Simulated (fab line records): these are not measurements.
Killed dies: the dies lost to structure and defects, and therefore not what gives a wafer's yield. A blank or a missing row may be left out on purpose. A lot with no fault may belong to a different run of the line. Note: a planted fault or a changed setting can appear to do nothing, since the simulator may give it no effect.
Chamber matching + flow nandHarc + 4 sister chambers for NHARC_A_CONTACT_ETCH_90 on rieDiel-03
The step etches the open film in CH3F/O2, target depth 40 nm, time 85.7 s. 39 wafers are shown with their chamber, then 12 later ones without.

WAFERS PAIRED WITH THEIR CHAMBERS
| wafer  | chamber | showerheadPlenumPTorr (Torr) | drypumpMotorCurrentA (A) | rfVppV (V) |
|--------|---------|------------------------------|--------------------------|------------|
| L075.1 | 0       | 2.66                         | 5.5                      | 245.6      |
| L075.2 | 3       | 2.58                         | 4.9                      | 245.7      |
| L075.5 | 1       | 2.35                         | 5.7                      | 241.3      |
| L074.1 | 1       | 2.35                         | 5.8                      | 241.7      |
| L074.3 | 0       | 2.66                         | 5.4                      | 246.9      |
| L074.6 | 0       | 2.66                         | 5.4                      | 247.2      |
| L077.2 | 1       | 2.35                         | 5.8                      | 242.7      |
| L077.3 | 0       | 2.66                         | 5.5                      | 246.7      |
| L077.5 | 2       | 2.49                         | 6.3                      | 244.6      |
| L078.2 | 2       | 2.49                         | 6.3                      | 245.2      |
| L078.3 | 3       | 2.58                         | 4.9                      | 246.5      |
| L078.5 | 0       | 2.66                         | 5.4                      | 245.4      |
| L079.3 | 1       | 2.35                         | 5.8                      | 242.1      |
| L079.5 | 0       | 2.65                         | 5.5                      | 246.8      |
| L079.6 | 3       | 2.58                         | 4.9                      | 245.5      |
| L081.1 | 0       | 2.65                         | 5.4                      | 247.5      |
| L081.2 | 3       | 2.58                         | 5.0                      | 246.2      |
| L081.5 | 1       | 2.35                         | 5.8                      | 242.9      |
| L082.2 | 0       | 2.65                         | 5.5                      | 247.5      |
| L082.3 | 2       | 2.49                         | 6.3                      | 245.2      |
| L082.5 | 2       | 2.49                         | 6.3                      | 245.0      |
| L084.2 | 1       | 2.35                         | 5.8                      | 243.2      |
| L084.5 | 1       | 2.35                         | 5.8                      | 243.9      |
| L084.6 | 0       | 2.65                         | 5.4                      | 245.7      |
| L083.1 | 3       | 2.58                         | 4.9                      | 245.4      |
| L083.2 | 2       | 2.49                         | 6.3                      | 244.2      |
| L083.4 | 0       | 2.65                         | 5.5                      | 247.6      |
| L085.3 | 1       | 2.35                         | 5.8                      | 241.6      |
| L085.4 | 2       | 2.49                         | 6.3                      | 244.1      |
| L085.5 | 1       | 2.35                         | 5.8                      | 243.8      |
| L086.3 | 2       | 2.49                         | 6.3                      | 245.2      |
| L086.5 | 0       | 2.65                         | 5.5                      | 246.0      |
| L086.6 | 3       | 2.57                         | 4.9                      | 246.2      |
| L088.4 | 3       | 2.57                         | 4.9                      | 246.4      |
| L088.5 | 2       | 2.48                         | 6.3                      | 244.5      |
| L088.6 | 3       | 2.57                         | 4.9                      | 246.4      |
| L092.1 | 1       | 2.34                         | 5.8                      | 242.8      |
| L092.3 | 3       | 2.57                         | 4.9                      | 247.9      |
| L092.4 | 0       | 2.65                         | 5.4                      | 248.1      |

SIGNATURES (means of the wafers above)
| reading               | chamber 0 | chamber 1 | chamber 2 | chamber 3 | scatter within a chamber |
|-----------------------|-----------|-----------|-----------|-----------|--------------------------|
| showerheadPlenumPTorr | 2.6542    | 2.3490    | 2.4888    | 2.5756    | 0.00444                  |
| drypumpMotorCurrentA  | 5.450     | 5.790     | 6.300     | 4.911     | 0.037                    |
| rfVppV                | 246.750   | 242.600   | 244.750   | 246.244   | 0.793                    |
Rule: for a wafer and a chamber, the distance is found by dividing, reading by reading, the gap between the wafer's reading and the chamber's mean by the reading's scatter, squaring, summing and taking the root. The wafer belongs to the nearest chamber; if the next one is less than 2 further off, it can't be placed. The scatter is the square root of a quotient: the sum, over the shown wafers, of each reading's squared deviation from its chamber's mean, divided by wafers minus chambers.

WAFERS WHOSE CHAMBER IS MISSING
| wafer  | showerheadPlenumPTorr (Torr) | drypumpMotorCurrentA (A) | rfVppV (V) |
|--------|------------------------------|--------------------------|------------|
| L091.1 | 2.48                         | 6.3                      | 245.9      |
| L091.2 | 2.65                         | 5.5                      | 246.6      |
| L091.5 | 2.48                         | 6.3                      | 245.4      |
| L095.1 | 2.34                         | 5.8                      | 244.1      |
| L095.2 | 2.48                         | 6.3                      | 244.0      |
| L095.5 | 2.64                         | 5.5                      | 246.0      |
| L096.1 | 2.48                         | 6.3                      | 244.2      |
| L096.4 | 2.34                         | 5.8                      | 242.2      |
| L096.6 | 2.64                         | 5.5                      | 247.4      |
| L097.1 | 2.57                         | 4.9                      | 244.3      |
| L097.3 | 2.64                         | 5.5                      | 247.4      |
| L097.5 | 2.64                         | 5.5                      | 246.2      |

EACH ONE'S CHAMBER
| wafer  | from the rows above | in truth |
|--------|---------------------|----------|
| L091.1 | 2                   | 2        |
| L091.2 | 0                   | 0        |
| L091.5 | 2                   | 2        |
| L095.1 | 1                   | 1        |
| L095.2 | 2                   | 2        |
| L095.5 | 0                   | 0        |
| L096.1 | 2                   | 2        |
| L096.4 | 1                   | 1        |
| L096.6 | 0                   | 0        |
| L097.1 | 3                   | 3        |
| L097.3 | 0                   | 0        |
| L097.5 | 0                   | 0        |
Correct placement for 12 of the 12. Not placeable from these rows: 0. Wrongly placed: 0.
